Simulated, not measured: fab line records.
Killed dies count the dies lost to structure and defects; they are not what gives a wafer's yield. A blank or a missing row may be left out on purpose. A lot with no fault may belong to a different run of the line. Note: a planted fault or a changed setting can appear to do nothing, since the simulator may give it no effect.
fab line records	flow n5-finfet
record: lots: 24	wafers: 72	last-day: 17
route steps=1938 shown BEOL_M2@909 BEOL_M3@1005 BEOL_M4@1023
lots that met no fault: from a run of the same line without faults
start-h: hours from the record's opening day to when the first of the lot's shown wafers began	wait-h: hours elapsed since this lot's preceding step	" as in the row above	L1.1+2: one row covering several wafers at once	- no value present, or no start provided	* or withheld: withheld	< > ~ a bound
route shown NAME@n: a module of which the file shows steps, and the number in the route of the first	usual: mean/standard deviation taken from wafers without a fault	same: alike in all rows	chamber/n: place in a boat	sites: each site's reading	_std_site: their standard deviation	_edge_site: mean of outer sites minus mean of inner sites	radius-mm: how far each site lies from the wafer's centre	mask NAME#n: copy n	behind: tool/chamber where the wafer was last shaped	hold: what put the lot on hold/how long, in hours/how the hold closed	device: names the non-switching transistor (n, p or np)	end of line: the same wafers' tests at the end of the route	a step given without rows: its recipe and nothing more	killed: at the first sort, the dies lost to defects and structure; wafer yield is something else	map: the dies of a wafer, with x for killed, . for not killed, _ for no die there
set.NAME: setting as actually run; set.NAME@STEP: the setting as run at that earlier step	model.NAME: the simulator's own value behind a step, which no gauge read
route steps across a sampled set of lots; one table per step, one row per wafer
services: a tool's chamber out of use, with start hour (start-h, from the record's first day; less than 0 if before it), hours out, and reason
== steps ==
step: N5_BEOL_M2_ANNEAL_82
recipe: temp-c: 400	time-s: 240	ambient: vacuum
usual: heater-power-w: 911/130	susceptor_temp_C_max: 401.2/0.53
lot.wafer	tool	chamber	start-h	wait-h	heater-power-w	susceptor_temp_C_max
L074.1	pvd-sputter-03	-	138.20	0.0	768	400.5
L074.3	"	-	"	"	688	401.4
L074.6	"	-	"	"	696	401.0
L076.1	pvd-sputter-02	-	149.99	0.0	1123	401.1
L076.4	"	-	"	"	893	402.0
L076.6	"	-	"	"	928	401.7
L075.1	pvd-sputter-03	-	151.69	0.0	794	400.3
L075.3	"	-	"	"	675	401.1
L075.6	"	-	"	"	797	400.7
L077.2	pvd-sputter-01	-	169.07	0.0	877	401.4
L077.3	"	-	"	"	1067	401.8
L077.5	"	-	"	"	913	401.5
L079.2	pvd-sputter-02	-	176.44	0.0	770	400.9
L079.4	"	-	"	"	1140	401.6
L079.6	"	-	"	"	768	400.9
L078.1	pvd-sputter-03	-	177.53	0.0	782	400.4
L078.2	"	-	"	"	949	400.7
L078.5	"	-	"	"	768	400.2
L080.1	pvd-sputter-01	-	181.63	0.0	846	401.6
L080.4	"	-	"	"	1019	401.1
L080.5	"	-	"	"	888	401.4
L081.3	pvd-sputter-01	-	184.03	0.0	902	401.5
L081.5	"	-	"	"	1001	401.0
L081.6	"	-	"	"	887	402.2
L082.1	pvd-sputter-03	-	184.47	0.0	968	401.2
L082.2	"	-	"	"	784	400.5
L082.5	"	-	"	"	686	401.1
L083.2	pvd-sputter-02	-	188.30	0.0	1142	401.2
L083.3	"	-	"	"	919	401.5
L083.4	"	-	"	"	772	401.3
L084.1	pvd-sputter-01	-	191.44	0.0	984	400.8
L084.2	"	-	"	"	1081	401.9
L084.3	"	-	"	"	851	401.7
L085.1	pvd-sputter-01	-	204.69	0.0	850	401.6
L085.2	"	-	"	"	1065	401.6
L085.3	"	-	"	"	1051	400.8
L086.1	pvd-sputter-01	-	217.53	0.0	854	401.4
L086.2	"	-	"	"	1053	401.7
L086.4	"	-	"	"	1017	400.2
L087.1	pvd-sputter-03	-	222.42	0.0	783	400.6
L087.5	"	-	"	"	780	400.6
L087.6	"	-	"	"	956	401.1
L088.2	pvd-sputter-02	-	225.69	0.0	781	401.4
L088.3	"	-	"	"	888	400.9
L088.5	"	-	"	"	1187	401.9
L089.2	pvd-sputter-02	-	233.80	0.0	925	401.0
L089.5	"	-	"	"	932	401.3
L089.6	"	-	"	"	904	401.0
L090.1	pvd-sputter-03	-	236.01	0.0	805	400.2
L090.3	"	-	"	"	691	401.1
L090.4	"	-	"	"	928	401.1
L091.1	pvd-sputter-02	-	236.68	0.0	921	401.7
L091.2	"	-	"	"	766	400.6
L091.6	"	-	"	"	752	401.3
L092.1	pvd-sputter-03	-	248.92	0.0	966	401.1
L092.2	"	-	"	"	763	400.6
L092.4	"	-	"	"	687	401.0
L093.2	pvd-sputter-02	-	252.96	0.0	862	401.0
L093.5	"	-	"	"	923	401.3
L093.6	"	-	"	"	898	401.5
L094.3	pvd-sputter-01	-	262.01	0.0	990	400.6
L094.4	"	-	"	"	882	401.6
L094.5	"	-	"	"	1050	402.6
L095.1	pvd-sputter-01	-	264.49	0.0	1004	400.9
L095.2	"	-	"	"	888	401.7
L095.6	"	-	"	"	1076	402.3
L096.1	pvd-sputter-03	-	266.26	0.0	954	400.7
L096.2	"	-	"	"	951	400.8
L096.5	"	-	"	"	798	400.2
L097.1	pvd-sputter-02	-	279.49	0.0	908	401.2
L097.2	"	-	"	"	918	401.2
L097.5	"	-	"	"	1161	401.6
step: N5_BEOL_M2_SPUTTER_96
recipe: material: Cu	target-thk-a: 45	temp-c: -20	chamber-pressure-pa: 0.07	power-w: withheld	time-s: 8.29
usual: throttle-valve-pct: 30.2/1.1
lot.wafer	tool	chamber	start-h	wait-h	throttle-valve-pct
L074.1	pvd-sputter-03	-	139.44	0.1	28.3
L074.3	"	-	"	"	30.4
L074.6	"	-	"	"	30.3
L076.1	pvd-sputter-02	-	151.23	0.1	28.9
L076.4	"	-	"	"	31.3
L076.6	"	-	"	"	31.5
L075.1	pvd-sputter-03	-	152.93	0.1	28.3
L075.3	"	-	"	"	30.2
L075.6	"	-	"	"	28.4
L077.2	pvd-sputter-01	-	174.04	0.1	29.4
L077.3	"	-	"	"	31.3
L077.5	"	-	"	"	29.6
L079.2	pvd-sputter-02	-	177.68	0.1	30.2
L079.4	"	-	"	"	29.0
L079.6	"	-	"	"	30.2
L078.1	pvd-sputter-03	-	178.77	0.1	28.5
L078.2	"	-	"	"	29.1
L078.5	"	-	"	"	28.2
L080.1	pvd-sputter-01	-	182.87	0.1	31.1
L080.4	"	-	"	"	31.5
L080.5	"	-	"	"	29.7
L081.3	pvd-sputter-01	-	185.27	0.1	29.5
L081.5	"	-	"	"	31.5
L081.6	"	-	"	"	29.3
L082.1	pvd-sputter-03	-	185.71	0.1	29.3
L082.2	"	-	"	"	28.4
L082.5	"	-	"	"	30.3
L083.2	pvd-sputter-02	-	189.54	0.1	29.3
L083.3	"	-	"	"	31.4
L083.4	"	-	"	"	30.3
L084.1	pvd-sputter-01	-	192.68	0.1	31.7
L084.2	"	-	"	"	31.3
L084.3	"	-	"	"	30.7
L085.1	pvd-sputter-01	-	205.93	0.1	31.0
L085.2	"	-	"	"	30.9
L085.3	"	-	"	"	31.8
L086.1	pvd-sputter-01	-	220.45	0.1	31.2
L086.2	"	-	"	"	31.0
L086.4	"	-	"	"	31.5
L087.1	pvd-sputter-03	-	223.66	0.1	28.6
L087.5	"	-	"	"	28.2
L087.6	"	-	"	"	29.0
L088.2	pvd-sputter-02	-	226.93	0.1	30.4
L088.3	"	-	"	"	30.0
L088.5	"	-	"	"	29.0
L089.2	pvd-sputter-02	-	235.04	0.1	31.7
L089.5	"	-	"	"	31.5
L089.6	"	-	"	"	30.1
L090.1	pvd-sputter-03	-	237.25	0.1	28.4
L090.3	"	-	"	"	30.3
L090.4	"	-	"	"	31.6
L091.1	pvd-sputter-02	-	237.92	0.1	31.5
L091.2	"	-	"	"	30.4
L091.6	"	-	"	"	30.0
L092.1	pvd-sputter-03	-	250.16	0.1	29.1
L092.2	"	-	"	"	28.6
L092.4	"	-	"	"	30.4
L093.2	pvd-sputter-02	-	254.20	0.1	29.9
L093.5	"	-	"	"	31.6
L093.6	"	-	"	"	29.9
L094.3	pvd-sputter-01	-	263.25	0.1	31.3
L094.4	"	-	"	"	29.6
L094.5	"	-	"	"	31.1
L095.1	pvd-sputter-01	-	265.73	0.1	31.5
L095.2	"	-	"	"	29.4
L095.6	"	-	"	"	31.0
L096.1	pvd-sputter-03	-	269.68	0.1	32.0
L096.2	"	-	"	"	29.2
L096.5	"	-	"	"	28.4
L097.1	pvd-sputter-02	-	280.73	0.1	29.6
L097.2	"	-	"	"	31.4
L097.5	"	-	"	"	29.1
step: N5_BEOL_M3_ANNEAL_91
recipe: temp-c: 400	time-s: 240	ambient: vacuum
usual: heater-power-w: 905/130	susceptor_temp_C_max: 401.2/0.43
lot.wafer	tool	chamber	start-h	wait-h	heater-power-w	susceptor_temp_C_max
L074.1	pvd-sputter-02	-	147.49	0.0	749	401.0
L074.3	"	-	"	"	929	401.7
L074.6	"	-	"	"	781	401.0
L076.1	pvd-sputter-02	-	157.94	0.0	782	401.5
L076.4	"	-	"	"	926	401.7
L076.6	"	-	"	"	1134	401.5
L075.1	pvd-sputter-02	-	160.08	0.0	769	401.2
L075.3	"	-	"	"	932	402.3
L075.6	"	-	"	"	736	401.0
L077.2	pvd-sputter-03	-	183.25	0.0	977	400.4
L077.3	"	-	"	"	774	400.3
L077.5	"	-	"	"	935	401.1
L079.2	pvd-sputter-01	-	187.29	0.0	901	401.5
L079.4	"	-	"	"	1048	401.6
L079.6	"	-	"	"	1063	401.7
L078.1	pvd-sputter-03	-	187.74	0.0	711	401.1
L078.2	"	-	"	"	933	400.9
L078.5	"	-	"	"	783	400.6
L080.1	pvd-sputter-02	-	190.90	0.0	887	401.1
L080.4	"	-	"	"	1181	402.2
L080.5	"	-	"	"	927	402.0
L081.3	pvd-sputter-03	-	193.40	0.0	960	400.7
L081.5	"	-	"	"	690	401.2
L081.6	"	-	"	"	778	400.7
L082.1	pvd-sputter-01	-	194.18	0.0	1069	401.8
L082.2	"	-	"	"	1000	400.4
L082.5	"	-	"	"	1047	401.5
L083.2	pvd-sputter-03	-	197.28	0.0	701	401.0
L083.3	"	-	"	"	954	400.7
L083.4	"	-	"	"	793	400.6
L084.1	pvd-sputter-02	-	200.52	0.0	774	401.0
L084.2	"	-	"	"	905	401.5
L084.3	"	-	"	"	913	401.8
L085.1	pvd-sputter-02	-	220.47	0.0	899	401.3
L085.2	"	-	"	"	1140	401.4
L085.3	"	-	"	"	928	401.6
L086.1	pvd-sputter-01	-	231.24	0.0	1069	401.1
L086.2	"	-	"	"	1035	400.8
L086.4	"	-	"	"	825	402.0
L087.1	pvd-sputter-03	-	234.21	0.0	955	400.7
L087.5	"	-	"	"	705	400.7
L087.6	"	-	"	"	966	400.9
L088.2	pvd-sputter-01	-	234.22	0.0	869	401.7
L088.3	"	-	"	"	850	401.4
L088.5	"	-	"	"	888	401.2
L089.2	pvd-sputter-02	-	245.03	0.0	937	401.5
L089.5	"	-	"	"	926	401.1
L089.6	"	-	"	"	913	401.3
L090.1	pvd-sputter-03	-	245.64	0.0	695	401.4
L090.3	"	-	"	"	937	401.2
L090.4	"	-	"	"	788	400.6
L091.1	pvd-sputter-02	-	246.95	0.0	1119	401.1
L091.2	"	-	"	"	920	401.5
L091.6	"	-	"	"	926	402.1
L092.1	pvd-sputter-02	-	256.84	0.0	1119	401.3
L092.2	"	-	"	"	774	401.0
L092.4	"	-	"	"	926	401.4
L093.2	pvd-sputter-03	-	263.07	0.0	770	400.4
L093.5	"	-	"	"	964	401.0
L093.6	"	-	"	"	678	401.1
L094.3	pvd-sputter-02	-	271.97	0.0	1168	401.4
L094.4	"	-	"	"	866	401.1
L094.5	"	-	"	"	1135	401.4
L095.1	pvd-sputter-01	-	280.16	0.0	1060	401.4
L095.2	"	-	"	"	886	401.5
L095.6	"	-	"	"	885	401.2
L096.1	pvd-sputter-01	-	285.41	0.0	863	401.7
L096.2	"	-	"	"	891	401.8
L096.5	"	-	"	"	1065	401.8
L097.1	pvd-sputter-03	-	289.19	0.0	932	401.1
L097.2	"	-	"	"	766	400.5
L097.5	"	-	"	"	938	401.5
step: N5_BEOL_M3_ANNEAL_51
recipe: temp-c: 225	time-s: 90	ambient: N2
usual: wafer_temp_C_max: 225.88/0.21
lot.wafer	tool	chamber	start-h	wait-h	wafer_temp_C_max
L074.1	rtp-anneal-02	0	148.48	0.3	225.79
L074.3	"	0	"	"	225.89
L074.6	"	0	"	"	225.99
L076.1	rtp-anneal-02	0	158.72	0.1	226.14
L076.4	"	0	"	"	225.86
L076.6	"	0	"	"	226.10
L075.1	rtp-anneal-02	0	160.86	0.1	225.85
L075.3	"	0	"	"	225.87
L075.6	"	0	"	"	225.77
L077.2	rtp-anneal-01	0	184.07	0.1	226.11
L077.3	"	0	"	"	225.93
L077.5	"	0	"	"	225.75
L079.2	rtp-anneal-01	0	188.15	0.1	225.97
L079.4	"	0	"	"	226.44
L079.6	"	0	"	"	225.87
L078.1	rtp-anneal-02	0	188.51	0.1	225.95
L078.2	"	0	"	"	225.84
L078.5	"	0	"	"	226.08
L080.1	rtp-anneal-01	0	191.68	0.1	225.74
L080.4	"	0	"	"	226.08
L080.5	"	0	"	"	226.15
L081.3	rtp-anneal-01	0	194.27	0.1	225.94
L081.5	"	0	"	"	226.24
L081.6	"	0	"	"	226.00
L082.1	rtp-anneal-01	0	194.95	0.1	225.43
L082.2	"	0	"	"	225.82
L082.5	"	0	"	"	225.79
L083.2	rtp-anneal-01	0	198.10	0.1	226.00
L083.3	"	0	"	"	225.86
L083.4	"	0	"	"	226.07
L084.1	rtp-anneal-02	0	201.47	0.2	226.22
L084.2	"	0	"	"	225.83
L084.3	"	0	"	"	225.87
L085.1	rtp-anneal-01	0	221.24	0.1	225.75
L085.2	"	0	"	"	225.77
L085.3	"	0	"	"	225.83
L086.1	rtp-anneal-01	0	232.02	0.1	226.33
L086.2	"	0	"	"	226.33
L086.4	"	0	"	"	226.01
L087.1	rtp-anneal-01	0	234.99	0.1	226.01
L087.5	"	0	"	"	225.40
L087.6	"	0	"	"	225.91
L088.2	rtp-anneal-02	0	235.04	0.1	225.98
L088.3	"	0	"	"	225.78
L088.5	"	0	"	"	225.65
L089.2	rtp-anneal-01	0	245.85	0.1	225.95
L089.5	"	0	"	"	226.25
L089.6	"	0	"	"	225.83
L090.1	rtp-anneal-01	0	246.59	0.2	225.60
L090.3	"	0	"	"	225.88
L090.4	"	0	"	"	226.05
L091.1	rtp-anneal-01	0	247.74	0.1	225.62
L091.2	"	0	"	"	225.74
L091.6	"	0	"	"	225.70
L092.1	rtp-anneal-02	0	257.61	0.1	225.80
L092.2	"	0	"	"	225.62
L092.4	"	0	"	"	225.41
L093.2	rtp-anneal-01	0	263.89	0.1	225.86
L093.5	"	0	"	"	225.98
L093.6	"	0	"	"	225.90
L094.3	rtp-anneal-01	0	273.00	0.3	225.89
L094.4	"	0	"	"	225.82
L094.5	"	0	"	"	226.11
L095.1	rtp-anneal-01	0	280.94	0.1	225.67
L095.2	"	0	"	"	226.02
L095.6	"	0	"	"	225.88
L096.1	rtp-anneal-02	0	286.19	0.1	225.90
L096.2	"	0	"	"	226.05
L096.5	"	0	"	"	225.94
L097.1	rtp-anneal-02	0	289.98	0.1	225.41
L097.2	"	0	"	"	225.57
L097.5	"	0	"	"	225.92
step: N5_BEOL_M4_PECVD_72
recipe: material: SiO2	target-thk-a: 160	temp-c: 400	precursor: TEOS/O2	pressure-torr: 5.5	rf-w: 450	teos-flow-sccm: 53.8	gas: O2	flow-sccm: 3000	time-s: 18
usual: heater-power-w: 717/83	showerhead-plenum-p-Torr: 8.80/0.064	showerhead-vpp-V: 1297/57	throttle-valve-pct: 22.3/1.3
lot.wafer	tool	chamber	start-h	wait-h	heater-power-w	showerhead-plenum-p-Torr	showerhead-vpp-V	throttle-valve-pct
L074.1	pecvd-04	1	149.70	0.0	780	8.77	1247	24.6
L074.3	"	0	"	"	703	8.75	1216	22.1
L074.6	"	0	"	"	722	8.72	1210	22.0
L076.1	pecvd-04	0	159.75	0.0	739	8.73	1185	22.0
L076.4	"	0	"	"	725	8.71	1215	22.2
L076.6	"	1	"	"	745	8.76	1232	24.4
L075.1	pecvd-03	1	162.02	0.0	785	8.91	1388	23.3
L075.3	"	0	"	"	559	8.76	1302	22.8
L075.6	"	2	"	"	552	8.78	1330	20.9
L077.2	pecvd-04	2	185.04	0.0	760	8.88	1328	20.0
L077.3	"	1	"	"	738	8.77	1244	24.7
L077.5	"	2	"	"	763	8.91	1329	19.7
L079.2	pecvd-04	2	189.12	0.0	763	8.90	1340	19.8
L079.4	"	0	"	"	729	8.75	1216	22.0
L079.6	"	2	"	"	778	8.90	1341	19.6
L078.1	pecvd-04	2	189.64	0.0	728	8.91	1330	19.6
L078.2	"	1	"	"	737	8.78	1244	24.3
L078.5	"	1	"	"	753	8.77	1256	24.5
L080.1	pecvd-01	1	192.71	0.0	884	8.83	1286	22.5
L080.4	"	0	"	"	631	8.75	1280	21.5
L080.5	"	2	"	"	669	8.86	1338	23.1
L081.3	pecvd-03	0	195.19	0.0	726	8.77	1297	22.9
L081.5	"	1	"	"	781	8.91	1401	23.3
L081.6	"	0	"	"	696	8.77	1309	22.9
L082.1	pecvd-03	1	195.97	0.0	752	8.87	1407	23.3
L082.2	"	0	"	"	659	8.79	1295	22.8
L082.5	"	1	"	"	734	8.90	1386	23.4
L083.2	pecvd-01	2	199.08	0.0	629	8.85	1333	22.9
L083.3	"	0	"	"	670	8.74	1271	21.7
L083.4	"	2	"	"	619	8.83	1329	22.8
L084.1	pecvd-01	2	202.77	0.0	704	8.84	1358	22.7
L084.2	"	0	"	"	648	8.73	1265	21.4
L084.3	"	1	"	"	870	8.84	1297	22.6
L085.1	pecvd-03	2	222.53	0.0	644	8.76	1311	20.8
L085.2	"	1	"	"	783	8.91	1389	23.0
L085.3	"	0	"	"	699	8.76	1318	22.8
L086.1	pecvd-01	0	233.16	0.0	598	8.74	1275	21.7
L086.2	"	2	"	"	633	8.86	1345	22.8
L086.4	"	2	"	"	635	8.85	1325	23.0
L088.2	pecvd-04	2	236.02	0.0	711	8.91	1323	19.6
L088.3	"	0	"	"	740	8.70	1211	22.1
L088.5	"	1	"	"	731	8.77	1239	24.2
L087.1	pecvd-03	2	236.06	0.0	562	8.76	1319	21.0
L087.5	"	1	"	"	789	8.88	1389	23.4
L087.6	"	0	"	"	649	8.78	1308	22.9
L089.2	pecvd-04	1	246.82	0.0	791	8.77	1233	24.7
L089.5	"	0	"	"	740	8.74	1198	22.0
L089.6	"	1	"	"	808	8.76	1266	24.3
L090.1	pecvd-03	1	247.67	0.0	724	8.89	1388	23.1
L090.3	"	2	"	"	651	8.76	1325	20.9
L090.4	"	0	"	"	635	8.80	1276	23.0
L091.1	pecvd-01	1	248.76	0.0	907	8.81	1301	22.7
L091.2	"	0	"	"	662	8.75	1244	21.6
L091.6	"	1	"	"	882	8.84	1285	22.7
L092.1	pecvd-03	2	258.66	0.0	647	8.78	1335	21.1
L092.2	"	0	"	"	675	8.76	1290	22.8
L092.4	"	1	"	"	808	8.89	1412	23.2
L093.2	pecvd-01	0	264.87	0.0	633	8.72	1261	21.7
L093.5	"	1	"	"	862	8.84	1294	22.5
L093.6	"	0	"	"	633	8.74	1231	22.0
L094.3	pecvd-04	0	273.93	0.0	685	8.70	1207	22.1
L094.4	"	1	"	"	768	8.75	1269	24.5
L094.5	"	2	"	"	662	8.88	1335	19.9
L095.1	pecvd-04	1	282.05	0.0	739	8.76	1230	24.4
L095.2	"	2	"	"	753	8.90	1345	20.0
L095.6	"	0	"	"	732	8.74	1204	22.3
L096.1	pecvd-03	2	287.48	0.0	603	8.76	1354	21.3
L096.2	"	0	"	"	678	8.77	1297	22.9
L096.5	"	0	"	"	681	8.76	1313	22.6
L097.1	pecvd-01	1	291.24	0.0	801	8.85	1295	22.6
L097.2	"	0	"	"	636	8.72	1264	21.7
L097.5	"	0	"	"	636	8.73	1285	21.5
step: N5_BEOL_M4_ETCH_64
recipe: chemistry: N2/H2	target: SOC	target-depth-a: 750	overetch-a: 225	mask-material: SiARC	temp-c: 40	time-s: 121.9	ion-energy-ev: 200	pressure-mtorr: 30	source-w: 840	bias-w: 150	n2-flow-sccm: 200	h2-flow-sccm: 200
usual: drypump-motor-current-A: 5.6/0.4	h2-flow-sccm: 200.0/0.59	n2-flow-sccm: 199.9/0.57	oes-product-au: 0.60/0.065	rf-vpp-V: 523.6/2.6	showerhead-plenum-p-Torr: 2.53/0.085	temp-c: 40.00/0.11	throttle-valve-pct: 17.75/0.19
lot.wafer	tool	chamber	start-h	wait-h	drypump-motor-current-A	h2-flow-sccm	n2-flow-sccm	oes-product-au	rf-hours-counter-h	rf-vpp-V	showerhead-plenum-p-Torr	temp-c	throttle-valve-pct
L074.1	rie-diel-03	0	152.28	0.0	6.1	198.6	200.3	0.62	93	521.7	2.45	40.07	17.66
L074.3	"	2	"	"	6.3	198.8	200.3	0.57	159	521.4	2.45	40.00	17.94
L074.6	"	0	"	"	6.1	198.9	200.2	0.61	-	521.8	2.45	40.05	17.65
L076.1	rie-diel-05	0	161.80	0.0	5.7	199.8	199.5	0.55	188	524.6	2.52	39.94	17.82
L076.4	"	2	"	"	5.7	200.4	200.7	0.57	185	527.4	2.63	40.00	17.46
L076.6	"	0	"	"	5.7	200.3	199.9	0.55	-	524.0	2.52	40.13	17.80
L075.1	rie-diel-05	3	163.25	0.0	5.2	200.0	199.1	0.70	8	522.1	2.49	40.00	17.82
L075.3	"	0	"	"	5.7	200.5	199.9	0.55	188	524.5	2.52	39.89	17.81
L075.6	"	1	"	"	5.2	200.1	199.4	0.55	-	522.8	2.53	39.86	17.89
L077.2	rie-diel-06	0	186.62	0.0	5.1	199.8	199.6	0.53	239	527.0	2.61	40.08	18.03
L077.3	"	1	"	"	5.4	200.3	200.5	0.58	141	523.3	2.53	40.00	17.39
L077.5	"	1	"	"	5.4	199.5	199.5	0.58	-	524.8	2.53	40.05	17.40
L079.2	rie-diel-06	3	190.27	0.0	6.4	199.6	200.3	0.55	204	520.7	2.41	40.02	17.74
L079.4	"	1	"	"	5.4	200.8	200.6	0.58	143	524.3	2.53	40.02	17.40
L079.6	"	0	"	"	5.0	200.0	200.1	0.54	-	526.4	2.61	40.01	18.05
L078.1	rie-diel-06	1	190.88	0.0	5.4	199.6	200.3	0.58	143	524.4	2.53	40.17	17.41
L078.2	"	3	"	"	6.5	200.6	200.2	0.55	205	518.9	2.41	40.02	17.73
L078.5	"	0	"	"	5.1	199.6	199.6	0.53	-	526.9	2.61	39.99	18.04
L080.1	rie-diel-03	1	195.60	0.0	5.3	201.4	201.2	0.71	15	524.7	2.60	39.94	17.85
L080.4	"	2	"	"	6.1	199.4	198.6	0.56	177	520.5	2.44	40.12	17.97
L080.5	"	3	"	"	5.6	199.5	200.3	0.66	-	521.9	2.48	40.05	17.71
L081.3	rie-diel-03	2	196.16	0.0	6.2	198.7	199.7	0.56	177	520.1	2.44	39.91	17.99
L081.5	"	1	"	"	5.3	199.2	198.7	0.71	-	525.5	2.60	40.02	17.84
L081.6	"	2	"	"	6.2	199.7	199.9	0.56	-	520.3	2.44	39.80	17.98
L082.1	rie-diel-05	3	196.78	0.0	5.2	199.9	199.9	0.67	22	520.9	2.49	39.81	17.85
L082.2	"	1	"	"	5.2	199.2	200.2	0.55	194	523.7	2.52	39.97	17.90
L082.5	"	0	"	"	5.7	200.1	199.3	0.55	-	524.0	2.52	40.03	17.82
L083.2	rie-diel-05	3	203.71	0.0	5.2	200.8	199.0	0.67	25	522.6	2.49	40.02	17.86
L083.3	"	2	"	"	5.7	200.1	200.4	0.56	194	525.0	2.62	39.79	17.48
L083.4	"	1	"	"	5.2	200.6	199.5	0.55	197	522.7	2.52	39.74	17.92
L084.1	rie-diel-06	0	204.06	0.0	5.0	200.0	199.3	0.53	246	524.9	2.60	40.23	18.04
L084.2	"	3	"	"	6.4	199.9	200.4	0.53	209	522.0	2.41	40.14	17.75
L084.3	"	1	"	"	5.4	199.6	199.8	0.58	147	524.2	2.53	40.01	17.41
L085.1	rie-diel-06	1	223.22	0.0	5.4	200.6	200.5	0.57	153	523.8	2.53	40.04	17.41
L085.2	"	2	"	"	5.7	199.4	199.5	0.70	13	528.0	2.72	40.13	17.49
L085.3	"	3	"	"	6.5	200.5	200.8	0.53	215	518.7	2.40	40.01	17.76
L086.1	rie-diel-03	0	235.85	0.0	6.1	200.3	199.4	0.60	122	519.6	2.44	39.82	17.73
L086.2	"	2	"	"	6.2	199.8	199.3	0.55	193	519.7	2.43	40.11	18.03
L086.4	"	3	"	"	5.6	200.0	199.6	0.64	64	520.4	2.47	40.01	17.74
L088.2	rie-diel-05	2	238.33	0.0	5.6	199.6	200.4	0.55	206	525.8	2.62	40.05	17.50
L088.3	"	1	"	"	5.2	199.9	199.6	0.54	208	522.6	2.52	39.97	17.94
L088.5	"	1	"	"	5.2	200.4	199.5	0.54	-	522.8	2.52	40.06	17.94
L087.1	rie-diel-05	2	238.56	0.0	5.7	199.5	200.6	0.55	206	527.0	2.62	40.16	17.51
L087.5	"	1	"	"	5.2	199.2	201.4	0.54	-	522.6	2.52	40.04	17.94
L087.6	"	2	"	"	5.7	199.4	200.6	0.55	-	526.4	2.62	40.10	17.51
L089.2	rie-diel-05	0	247.88	0.0	5.7	200.8	199.2	0.53	215	523.9	2.51	39.85	17.86
L089.5	"	0	"	"	5.7	200.6	199.3	0.53	-	522.2	2.51	39.79	17.86
L089.6	"	1	"	"	5.2	200.2	199.5	0.54	-	522.1	2.52	40.00	17.95
L090.1	rie-diel-03	3	248.34	0.0	5.6	200.2	200.1	0.64	68	523.0	2.47	40.15	17.74
L090.3	"	2	"	"	6.2	200.1	201.0	0.54	197	522.5	2.43	40.00	18.01
L090.4	"	1	"	"	5.3	199.9	199.8	0.68	34	526.1	2.59	39.92	17.88
L091.1	rie-diel-05	0	251.21	0.0	5.7	200.8	199.8	0.53	217	523.7	2.51	40.06	17.86
L091.2	"	1	"	"	5.2	199.8	198.8	0.54	213	523.8	2.52	39.98	17.95
L091.6	"	1	"	"	5.2	200.0	199.9	0.54	-	524.2	2.52	40.06	17.96
L092.1	rie-diel-06	2	259.31	0.0	5.6	199.7	200.1	0.67	30	527.8	2.71	40.00	17.53
L092.2	"	1	"	"	5.4	199.8	199.6	0.56	169	522.4	2.52	39.81	17.44
L092.4	"	0	"	"	5.0	199.9	199.3	0.73	6	524.7	2.60	40.00	17.62
L093.2	rie-diel-03	2	266.97	0.0	6.2	199.5	200.1	0.54	203	520.0	2.43	40.09	18.04
L093.5	"	2	"	"	6.2	200.3	200.3	0.54	-	521.1	2.43	40.05	18.03
L093.6	"	3	"	"	5.6	199.9	200.4	0.63	-	522.0	2.47	40.16	17.73
L094.3	rie-diel-03	3	275.30	0.0	5.6	200.9	199.8	0.63	77	522.2	2.47	39.84	17.75
L094.4	"	1	"	"	5.3	199.6	199.9	0.67	43	526.0	2.59	39.92	17.90
L094.5	"	1	"	"	5.3	199.9	199.6	0.67	-	526.1	2.59	39.75	17.89
L095.1	rie-diel-05	1	283.49	0.0	5.2	200.8	200.2	0.53	224	524.0	2.51	39.91	17.95
L095.2	"	2	"	"	5.7	200.0	200.3	0.55	223	525.6	2.61	40.09	17.53
L095.6	"	0	"	"	5.7	199.1	200.0	0.53	-	522.3	2.50	39.83	17.90
L096.1	rie-diel-06	0	289.99	0.0	5.1	199.5	199.4	0.70	15	524.9	2.60	39.96	17.66
L096.2	"	3	"	"	6.4	200.5	200.3	0.52	238	519.9	2.39	40.16	17.79
L096.5	"	3	"	"	6.4	200.0	199.6	0.52	-	519.2	2.39	39.95	17.80
L097.1	rie-diel-03	3	294.12	0.0	5.6	199.6	200.4	0.62	82	521.9	2.47	39.94	17.78
L097.2	"	0	"	"	6.1	199.1	200.0	0.58	144	522.2	2.43	39.98	17.73
L097.5	"	0	"	"	6.1	200.1	200.1	0.58	-	522.2	2.43	40.04	17.74
== services ==
tool	chamber	start-h	hours	kind
rie-diel-03	1	121.14	-	clean
rie-diel-03	1	121.14	-	consumable-replace:focus-ring
rie-diel-03	1	121.14	33.9	scheduled-down
pecvd-01	-	124.78	0.8	repair
pecvd-04	-	127.86	5.5	pm
rie-diel-05	3	128.67	-	clean
rie-diel-05	3	128.67	-	consumable-replace:focus-ring
rie-diel-05	3	128.67	11.6	scheduled-down
rie-diel-05	3	128.67	11.6	vent-cycle
pecvd-04	2	142.72	2.1	scheduled-down
pecvd-04	2	147.09	5.5	scheduled-down
pecvd-04	-	164.08	1.0	repair
pecvd-01	1	167.18	4.5	repair
rie-diel-05	2	169.34	16.3	repair
rie-diel-05	0	170.33	5.8	repair
pecvd-04	0	174.70	5.5	scheduled-down
pecvd-01	-	219.34	6.0	pm
rie-diel-03	0	223.19	7.0	repair
pecvd-01	2	234.42	2.5	repair
rie-diel-06	3	249.82	7.8	repair
rie-diel-06	1	268.25	3.5	repair
pecvd-03	2	270.65	2.1	repair
rie-diel-05	1	280.42	2.5	repair
pvd-sputter-01	-	290.79	0.8	repair
== key ==
fault none
